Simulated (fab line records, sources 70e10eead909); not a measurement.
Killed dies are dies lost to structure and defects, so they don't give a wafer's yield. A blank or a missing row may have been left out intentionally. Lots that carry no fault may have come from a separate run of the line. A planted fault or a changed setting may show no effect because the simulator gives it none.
fab line records | flow nand_harc
[record] lots = 13 | wafers = 38 | last_day = 25
route steps=1159 shown A_SLIT@780 THIN_TSV@1130 END@1158
lots that met no fault: taken from a fault-free run of the same line
start_h: hours from the record's first day to the start of the lot's first wafer shown | wait_h: hours elapsed since this lot's preceding step | " repeats the value in the row above | L1.1+2: a single row standing in for several wafers | - either no value or no given start | * or withheld: withheld | < > ~ a bound
route shown NAME@n: a module of which the file shows steps, and the number in the route of the first | usual: the fault-free wafers' mean and standard deviation | same: alike in all rows | chamber/n: place in a boat | sites: each site's reading | _std_site: the standard deviation of these | _edge_site: the outer-site mean with the inner-site mean subtracted | radius_mm: how far each site lies from the wafer's centre | mask NAME#n: copy n | behind: the tool/chamber that last shaped the wafer | hold: why the lot was held/for how many hours/how that ended | device: transistor that didn't switch, given as n, p or np | end of line: tests run on the same wafers once the route is complete | where a step has no rows: the recipe by itself | killed: the dies lost at the first sort to structure and to defects; this is not the yield of the wafer | map: dies across one wafer; x = killed, . = not, _ = none there
set.NAME: the run value of the setting; set.NAME@STEP: its run value at that earlier step | model.NAME: the simulator's own value behind a step, which no gauge read
route steps across a sampled set of lots; one table per step, one row per wafer
services: when a tool's chamber went out of use (start_h, in hours from the record's first day, below 0 if earlier), for how many hours, and the reason
[[steps]]
[step NHARC_A_SLIT_DEP_00]
[recipe] target_thk_a = 32000 | temp_c = 400 | material = aC
[usual] throttle_valve_pct = 35.000/0.0096
lot.wafer | tool       | chamber | start_h | wait_h | throttle_valve_pct
L651.2    | acl_dep-02 | 0       | 335.19  | -      | 34.989
L651.5    | "          | 0       | "       | "      | 35.004
L651.6    | "          | 0       | "       | "      | 34.996
L652.1    | acl_dep-01 | 0       | 335.28  | 0.9    | 35.019
L652.2    | "          | 0       | "       | "      | 35.006
L652.5    | "          | 0       | "       | "      | 34.998
L653.1    | acl_dep-02 | 0       | 336.82  | 2.0    | 35.006
L653.5    | "          | 0       | 338.15  | 3.1    | 34.988
L653.6    | "          | 0       | "       | "      | 34.993
L654.1    | acl_dep-01 | 0       | 337.25  | -      | 35.007
L654.4    | "          | 0       | "       | "      | 35.011
L654.5    | "          | 0       | "       | "      | 35.009
L655.1    | acl_dep-01 | 0       | 346.28  | -      | 35.000
L655.3    | "          | 0       | "       | "      | 35.001
L655.5    | "          | 0       | "       | "      | 34.992
L658.2    | acl_dep-03 | 0       | 369.24  | -      | 35.003
L658.5    | "          | 0       | "       | "      | 35.009
L658.6    | "          | 0       | "       | "      | 35.003
L661.2    | acl_dep-01 | 0       | 370.39  | 1.8    | 35.001
L661.3    | "          | 0       | "       | "      | 35.002
L661.6    | "          | 0       | "       | "      | 34.996
L659.1    | acl_dep-02 | 0       | 370.47  | -      | 34.986
L659.4    | "          | 0       | "       | "      | 35.009
L659.5    | "          | 0       | "       | "      | 35.014
L663.2    | acl_dep-02 | 0       | 395.49  | -      | 35.017
L663.4    | "          | 0       | "       | "      | 35.002
L663.5    | "          | 0       | "       | "      | 35.005
L662.2    | acl_dep-03 | 0       | 397.11  | -      | 34.977
L662.3    | "          | 0       | "       | "      | 34.981
L662.4    | "          | 0       | "       | "      | 35.007
L664.3    | acl_dep-01 | 0       | 402.44  | -      | 35.004
L664.5    | "          | 0       | "       | "      | 35.007
L664.6    | "          | 0       | "       | "      | 35.013
L672.5    | acl_dep-01 | 0       | 443.52  | -      | 35.004
L672.6    | "          | 0       | "       | "      | 34.983
L673.2    | acl_dep-01 | 0       | 460.51  | -      | 35.001
L673.5    | "          | 0       | "       | "      | 34.990
L673.6    | "          | 0       | "       | "      | 34.993
[step NHARC_THIN_TSV_PVD_51]
[recipe] target_thk_a = 1000 | chamber_pressure_pa = 5 | material = Cu
[usual] throttle_valve_pct = 30.2/0.83
lot.wafer | tool           | chamber | start_h | wait_h | throttle_valve_pct
L653.1    | pvd_sputter-02 | -       | -       | -      | 30.8
L653.5    | "              | -       | "       | "      | 29.6
L653.6    | "              | -       | "       | "      | 31.1
L652.2    | pvd_sputter-01 | -       | -       | -      | 30.9
L652.1    | "              | -       | "       | "      | 28.9
L652.5    | "              | -       | "       | "      | 30.7
L651.2    | pvd_sputter-03 | -       | -       | -      | 29.5
L651.6    | "              | -       | "       | "      | 28.5
L651.5    | "              | -       | "       | "      | 29.5
L654.4    | pvd_sputter-03 | -       | -       | -      | 29.5
L654.1    | "              | -       | "       | "      | 30.6
L654.5    | "              | -       | "       | "      | 28.7
L655.1    | pvd_sputter-02 | -       | -       | -      | 30.8
L655.3    | "              | -       | "       | "      | 30.5
L655.5    | "              | -       | "       | "      | 30.6
L659.1    | pvd_sputter-01 | -       | -       | -      | 30.9
L659.4    | "              | -       | "       | "      | 30.6
L659.5    | "              | -       | "       | "      | 30.1
L658.2    | pvd_sputter-02 | -       | -       | -      | 30.6
L658.5    | "              | -       | "       | "      | 30.1
L658.6    | "              | -       | "       | "      | 30.9
L661.3    | pvd_sputter-01 | -       | -       | -      | 30.6
L661.2    | "              | -       | "       | "      | 30.1
L661.6    | "              | -       | "       | "      | 30.0
L662.3    | pvd_sputter-01 | -       | -       | -      | 28.9
L662.2    | "              | -       | "       | "      | 30.7
L662.4    | "              | -       | "       | "      | 30.7
L664.3    | pvd_sputter-01 | -       | -       | -      | 30.8
L664.6    | "              | -       | "       | "      | 28.9
L664.5    | "              | -       | "       | "      | 30.4
L663.2    | pvd_sputter-03 | -       | -       | -      | 29.6
L663.4    | "              | -       | "       | "      | 29.6
L663.5    | "              | -       | "       | "      | 29.5
L672.6    | pvd_sputter-01 | -       | -       | -      | 31.4
L673.2    | pvd_sputter-01 | -       | -       | -      | 29.3
L673.6    | "              | -       | "       | "      | 32.2
[step NHARC_THIN_TSV_DEGAS_53]
[recipe] temp_c = 300 | time_s = 60
[usual] heater_power_w = 458/43
lot.wafer | tool           | chamber | start_h | wait_h | heater_power_w
L653.1    | pvd_sputter-03 | -       | 436.13  | 0.1    | 405
L653.5    | "              | -       | "       | "      | 469
L653.6    | "              | -       | "       | "      | 412
L652.1    | pvd_sputter-01 | -       | 441.66  | 0.1    | 432
L652.2    | "              | -       | "       | "      | 453
L652.5    | "              | -       | "       | "      | 378
L651.2    | pvd_sputter-03 | -       | 444.09  | 0.1    | 415
L651.5    | "              | -       | "       | "      | 458
L651.6    | "              | -       | "       | "      | 462
L654.4    | pvd_sputter-02 | -       | 447.77  | 0.1    | 526
L654.1    | "              | -       | "       | "      | 499
L654.5    | "              | -       | "       | "      | 508
L655.3    | pvd_sputter-02 | -       | 454.59  | 0.1    | 455
L655.1    | "              | -       | "       | "      | 529
L655.5    | "              | -       | "       | "      | 484
L659.1    | pvd_sputter-02 | -       | 488.31  | 0.1    | 444
L659.4    | "              | -       | "       | "      | 447
L659.5    | "              | -       | "       | "      | 532
L658.2    | pvd_sputter-02 | -       | 492.35  | 0.1    | 534
L658.6    | "              | -       | "       | "      | 480
L658.5    | "              | -       | "       | "      | 438
L661.3    | pvd_sputter-01 | -       | 493.65  | 0.1    | 538
L661.2    | "              | -       | "       | "      | 425
L661.6    | "              | -       | "       | "      | 376
L662.4    | pvd_sputter-01 | -       | 503.29  | 0.1    | 379
L662.2    | "              | -       | "       | "      | 454
L662.3    | "              | -       | "       | "      | 538
L664.3    | pvd_sputter-01 | -       | 510.74  | 0.1    | 421
L664.5    | "              | -       | "       | "      | 387
L664.6    | "              | -       | "       | "      | 460
L663.4    | pvd_sputter-01 | -       | 511.73  | 0.1    | 436
L663.2    | "              | -       | "       | "      | 460
L663.5    | "              | -       | "       | "      | 515
L672.6    | pvd_sputter-03 | -       | 567.37  | 0.1    | 437
L673.2    | pvd_sputter-01 | -       | 570.94  | 0.1    | 441
L673.6    | "              | -       | "       | "      | 470
[step NHARC_END_WLT_00]
[usual] VT_DECK1_BOTTOM = 0.872/0.0066 | VT_DECK1_BOTTOM_INNER = 0.871/0.006 | VT_DECK1_MEDIAN_NEAR_BOTTOM = 0.872/0.0061 | VT_DECK1_MEDIAN_NEAR_BOTTOM_INNER = 0.873/0.0064 | VT_DECK1_MIDDLE = 0.885/0.0058 | VT_DECK1_MIDDLE_INNER = 0.885/0.0058 | VT_DECK1_TOP = 0.896/0.0065 | VT_DECK1_TOP_INNER = 0.896/0.0063
lot.wafer | tool      | chamber | start_h | wait_h | VT_DECK1_BOTTOM | VT_DECK1_BOTTOM_INNER | VT_DECK1_MEDIAN_NEAR_BOTTOM | VT_DECK1_MEDIAN_NEAR_BOTTOM_INNER | VT_DECK1_MIDDLE | VT_DECK1_MIDDLE_INNER | VT_DECK1_TOP | VT_DECK1_TOP_INNER
L653.1    | prober-02 | -       | 441.37  | 0.1    | 0.880           | 0.874                 | 0.877                       | 0.882                             | 0.885           | 0.887                 | 0.899        | 0.902
L653.5    | "         | -       | 443.37  | 2.1    | 0.870           | 0.874                 | 0.870                       | 0.874                             | 0.885           | 0.890                 | 0.905        | 0.897
L653.6    | "         | -       | "       | "      | 0.879           | 0.873                 | 0.883                       | 0.874                             | 0.892           | 0.887                 | 0.904        | 0.900
L652.1    | prober-02 | -       | 458.02  | 7.8    | 0.867           | 0.867                 | 0.870                       | 0.861                             | 0.884           | 0.887                 | 0.889        | 0.888
L652.2    | "         | -       | "       | "      | 0.862           | 0.876                 | 0.874                       | 0.872                             | 0.878           | 0.889                 | 0.886        | 0.887
L652.5    | "         | -       | 460.03  | 9.8    | 0.864           | 0.866                 | 0.869                       | 0.869                             | 0.882           | 0.881                 | 0.882        | 0.885
L651.2    | prober-02 | -       | 466.32  | 16.1   | 0.866           | 0.857                 | 0.866                       | 0.860                             | 0.880           | 0.873                 | 0.887        | 0.896
L651.5    | "         | -       | 467.82  | 17.6   | 0.859           | 0.862                 | 0.863                       | 0.862                             | 0.880           | 0.874                 | 0.885        | 0.886
L651.6    | "         | -       | "       | "      | 0.869           | 0.868                 | 0.867                       | 0.865                             | 0.884           | 0.880                 | 0.899        | 0.896
L654.1    | prober-02 | -       | 473.57  | 18.8   | 0.872           | 0.877                 | 0.882                       | 0.885                             | 0.892           | 0.892                 | 0.903        | 0.895
L654.4    | "         | -       | 475.09  | 20.3   | 0.868           | 0.873                 | 0.877                       | 0.874                             | 0.889           | 0.891                 | 0.894        | 0.898
L654.5    | "         | -       | "       | "      | 0.877           | 0.874                 | 0.879                       | 0.872                             | 0.884           | 0.883                 | 0.894        | 0.899
L655.1    | prober-02 | -       | 481.44  | 20.0   | 0.875           | 0.873                 | 0.871                       | 0.875                             | 0.888           | 0.893                 | 0.902        | 0.905
L655.3    | "         | -       | 482.44  | 21.0   | 0.872           | 0.869                 | 0.875                       | 0.870                             | 0.887           | 0.890                 | 0.899        | 0.901
L655.5    | "         | -       | 483.45  | 22.1   | 0.872           | 0.876                 | 0.877                       | 0.870                             | 0.886           | 0.892                 | 0.901        | 0.897
L659.1    | prober-01 | -       | 495.35  | 0.0    | 0.862           | 0.856                 | 0.864                       | 0.856                             | 0.874           | 0.875                 | 0.884        | 0.885
L659.4    | "         | -       | 496.85  | 1.5    | 0.865           | 0.873                 | 0.856                       | 0.864                             | 0.883           | 0.876                 | 0.890        | 0.891
L659.5    | "         | -       | "       | "      | 0.865           | 0.866                 | 0.868                       | 0.864                             | 0.876           | 0.874                 | 0.879        | 0.887
L658.2    | prober-02 | -       | 499.57  | 0.6    | 0.880           | 0.881                 | 0.879                       | 0.873                             | 0.891           | 0.879                 | 0.894        | 0.902
L658.5    | "         | -       | 501.06  | 2.0    | 0.873           | 0.865                 | 0.866                       | 0.874                             | 0.885           | 0.885                 | 0.910        | 0.905
L658.6    | "         | -       | "       | "      | 0.869           | 0.865                 | 0.878                       | 0.865                             | 0.885           | 0.891                 | 0.900        | 0.900
L661.2    | prober-01 | -       | 503.57  | 4.6    | 0.864           | 0.862                 | 0.865                       | 0.866                             | 0.875           | 0.880                 | 0.893        | 0.897
L661.3    | "         | -       | "       | "      | 0.867           | 0.861                 | 0.867                       | 0.863                             | 0.873           | 0.882                 | 0.891        | 0.894
L661.6    | "         | -       | 505.56  | 6.5    | 0.862           | 0.864                 | 0.865                       | 0.865                             | 0.874           | 0.878                 | 0.892        | 0.891
L662.2    | prober-02 | -       | 509.85  | 0.6    | 0.874           | 0.874                 | 0.872                       | 0.865                             | 0.883           | 0.879                 | 0.896        | 0.896
L662.3    | "         | -       | "       | "      | 0.873           | 0.861                 | 0.862                       | 0.864                             | 0.880           | 0.888                 | 0.897        | 0.890
L662.4    | "         | -       | "       | "      | 0.868           | 0.872                 | 0.866                       | 0.873                             | 0.883           | 0.882                 | 0.900        | 0.897
L663.2    | prober-02 | -       | 518.09  | 0.6    | 0.874           | 0.875                 | 0.874                       | 0.876                             | 0.894           | 0.898                 | 0.902        | 0.903
L663.4    | "         | -       | 519.09  | 1.6    | 0.879           | 0.864                 | 0.875                       | 0.879                             | 0.893           | 0.887                 | 0.899        | 0.903
L663.5    | "         | -       | "       | "      | 0.872           | 0.871                 | 0.871                       | 0.873                             | 0.890           | 0.890                 | 0.905        | 0.900
L664.3    | prober-01 | -       | 519.80  | 2.3    | 0.874           | 0.879                 | 0.876                       | 0.876                             | 0.881           | 0.880                 | 0.903        | 0.893
L664.5    | "         | -       | "       | "      | 0.871           | 0.876                 | 0.877                       | 0.874                             | 0.883           | 0.879                 | 0.895        | 0.904
L664.6    | "         | -       | "       | "      | 0.866           | 0.865                 | 0.871                       | 0.873                             | 0.876           | 0.879                 | 0.884        | 0.891
L672.6    | prober-01 | -       | 576.17  | 2.5    | 0.876           | 0.874                 | 0.875                       | 0.876                             | 0.888           | 0.887                 | 0.902        | 0.902
L673.2    | prober-01 | -       | 589.87  | 13.1   | 0.861           | 0.872                 | 0.864                       | 0.870                             | 0.890           | 0.885                 | 0.898        | 0.900
L673.6    | "         | -       | 591.87  | 15.1   | 0.877           | 0.875                 | 0.872                       | 0.866                             | 0.887           | 0.885                 | 0.902        | 0.897
[step NHARC_END_SORT_01]
[recipe] temp_c = 25
[usual] killed_at_array = 29/11 | killed_at_other = 0.5/0.8 | killed_at_periphery = 3.5/2.8 | killed_dies = 33/12 | killed_open = 3.1/1.8 | killed_short = 1.8/1.4
[same] gross_dies = 677
lot.wafer | tool      | chamber | start_h | wait_h | killed_at_array | killed_at_other | killed_at_periphery | killed_dies | killed_open | killed_short
L654.1    | prober-02 | 0       | 476.61  | 2.5    | 38              | 1               | 1                   | 40          | 2           | 2
L654.4    | prober-02 | 0       | 479.02  | 3.4    | 42              | 0               | 3                   | 45          | 1           | 4
L654.5    | prober-02 | 0       | 479.83  | 3.7    | 41              | 0               | 6                   | 47          | 6           | 1
L659.1    | prober-01 | 0       | 498.34  | 2.5    | 37              | 0               | 2                   | 39          | 2           | 4
L659.4    | prober-01 | 0       | 500.71  | 3.4    | 33              | 0               | 8                   | 41          | 1           | 0
L659.5    | prober-01 | 0       | 501.50  | 3.7    | 46              | 0               | 3                   | 49          | 3           | 3
L673.2    | prober-01 | 0       | 593.17  | 2.8    | 36              | 0               | 5                   | 41          | 4           | 2
L673.5    | prober-01 | 0       | 595.54  | 3.7    | 551             | 0               | 1                   | 552         | 4           | 2
L673.6    | prober-01 | 0       | 596.33  | 4.0    | 30              | 0               | 2                   | 32          | 4           | 2
// killed by level:class
L654.1 A_SLIT:chamber_film_flake=15 A_CHANNEL_HOLE_D1:chamber_film_flake=11 A_CONTACT:chamber_film_flake=8 A_CHANNEL_FILL_D1:geometric_particle:short=1 A_SGD_CUT:geometric_particle:open=1 A_CONTACT:geometric_particle:open=1 STARTING-WAFER:geometric_particle:short=1 P_STI:chamber_film_flake=1
L654.4 A_CHANNEL_HOLE_D1:chamber_film_flake=16 A_SLIT:chamber_film_flake=11 A_CONTACT:chamber_film_flake=8 P_ZERO_WELL:chamber_film_flake=2 A_SOURCE_PLATE:geometric_particle:short=1 A_CHANNEL_FILL_D1:geometric_particle:open=1 A_SGD_CUT:geometric_particle:short=1 A_SLIT:geometric_particle:short=1
L654.5 A_CHANNEL_HOLE_D1:chamber_film_flake=12 A_SLIT:chamber_film_flake=12 A_CONTACT:chamber_film_flake=11 P_STI:chamber_film_flake=2 P_CONTACT:geometric_particle:open=1 P_M0:geometric_particle:open=1 P_M1:geometric_particle:open=1 A_ONON_D1:geometric_particle:short=1
L659.1 A_CHANNEL_HOLE_D1:chamber_film_flake=15 A_SLIT:chamber_film_flake=12 A_ONON_D1:geometric_particle:short=2 P_STI:geometric_particle:short=1 A_CHANNEL_HOLE_D1:geometric_particle:short=1 A_CONTACT:geometric_particle:open=1 A_M0:geometric_particle:open=1 P_STI:chamber_film_flake=1
L659.4 A_SLIT:chamber_film_flake=17 A_CHANNEL_HOLE_D1:chamber_film_flake=10 P_STI:chamber_film_flake=5 P_GATE:chamber_film_flake=3 A_ZERO_WELL:chamber_film_flake=2 A_STAIRCASE:chamber_film_flake=2 A_CONTACT:geometric_particle:open=1 A_CONTACT:chamber_film_flake=1
L659.5 A_CHANNEL_HOLE_D1:chamber_film_flake=19 A_SLIT:chamber_film_flake=16 A_CONTACT:chamber_film_flake=4 P_GATE:chamber_film_flake=2 A_CHANNEL_FILL_D1:geometric_particle:open=1 A_CHANNEL_FILL_D1:geometric_particle:short=1 A_WL_FILL:geometric_particle:short=1 A_CONTACT:geometric_particle:short=1
L673.2 A_SLIT:chamber_film_flake=17 A_CONTACT:chamber_film_flake=10 A_WL_FILL:geometric_particle:open=3 P_STI:chamber_film_flake=3 P_ZERO_WELL:chamber_film_flake=2 A_STAIRCASE:chamber_film_flake=2 A_CHANNEL_HOLE_D1:geometric_particle:short=1 A_WL_FILL:geometric_particle:short=1
L673.5 A_SLIT:area_dep=507 A_SLIT:chamber_film_flake=22 A_CONTACT:chamber_film_flake=10 A_CHANNEL_HOLE_D1:chamber_film_flake=4 A_STAIRCASE:chamber_film_flake=2 A_ONON_D1:geometric_particle:open=1 A_CHANNEL_HOLE_D1:geometric_particle:short=1 A_CHANNEL_FILL_D1:geometric_particle:open=1
L673.6 A_SLIT:chamber_film_flake=13 A_CONTACT:chamber_film_flake=7 A_CHANNEL_HOLE_D1:chamber_film_flake=2 A_STAIRCASE:chamber_film_flake=2 P_M2:geometric_particle:open=1 A_CHANNEL_HOLE_D1:geometric_particle:open=1 A_CHANNEL_FILL_D1:geometric_particle:short=1 A_WL_FILL:geometric_particle:short=1
[[services]]
tool           | chamber | start_h | hours | kind
pvd_sputter-01 | -       | 336.00  | 10.0  | pm
acl_dep-02     | -       | 350.91  | 13.0  | pm
pvd_sputter-02 | -       | 392.00  | 10.0  | pm
acl_dep-03     | -       | 405.21  | 13.0  | pm
pvd_sputter-01 | -       | 428.03  | 5.5   | repair
pvd_sputter-03 | -       | 458.09  | 10.0  | pm
acl_dep-01     | -       | 482.35  | 13.0  | pm
pvd_sputter-01 | -       | 514.00  | 10.0  | pm
acl_dep-03     | -       | 517.60  | 11.3  | repair
acl_dep-02     | -       | 531.91  | 13.0  | pm
pvd_sputter-02 | -       | 570.00  | 10.0  | pm
[[key]]
[first_sign] step = NHARC_END_SORT_01 | reading = killed_at_array | direction = up | sigmas = 46 | usual = 29 | struck = 551
[effect] step = NHARC_END_SORT_01 | reading = killed_dies | direction = up | sigmas = 43 | usual = 33 | struck = 552
[more_kills_born_at] NHARC_A_SLIT_DEP_00@acl_dep-01 = 507
met_at NHARC_A_SLIT_DEP_00
struck_lots L673
struck_wafers L673.5
later_rows_left_out L673.5
tester_left_out L673
not_acting_at NHARC_THIN_TSV_PVD_51,NHARC_THIN_TSV_DEGAS_53,NHARC_END_WLT_00
onset_between 402.44 460.51
[fault] kind = process_parameter_drift | tool = acl_dep-01 | chamber = - | onset_h = 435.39 | steps = NHARC_A_SLIT_DEP_00 | channel = target_thk_a | offset = * | shape = step | end_h = 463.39 | scope = struck_wafers_only | acts_in = * | stated = *
// tester_left_out: of these lots the tester's yield and bins aren't shown, on N5 and GAA mostly nor the transistor test; their killed dies are dies lost to structure and defects alone, not to doping, threshold or leakage, so they don't give the yield
// later_rows_left_out: the simulator's readings of these wafers behind a module that went badly wrong aren't trusted and aren't shown, but for the sort
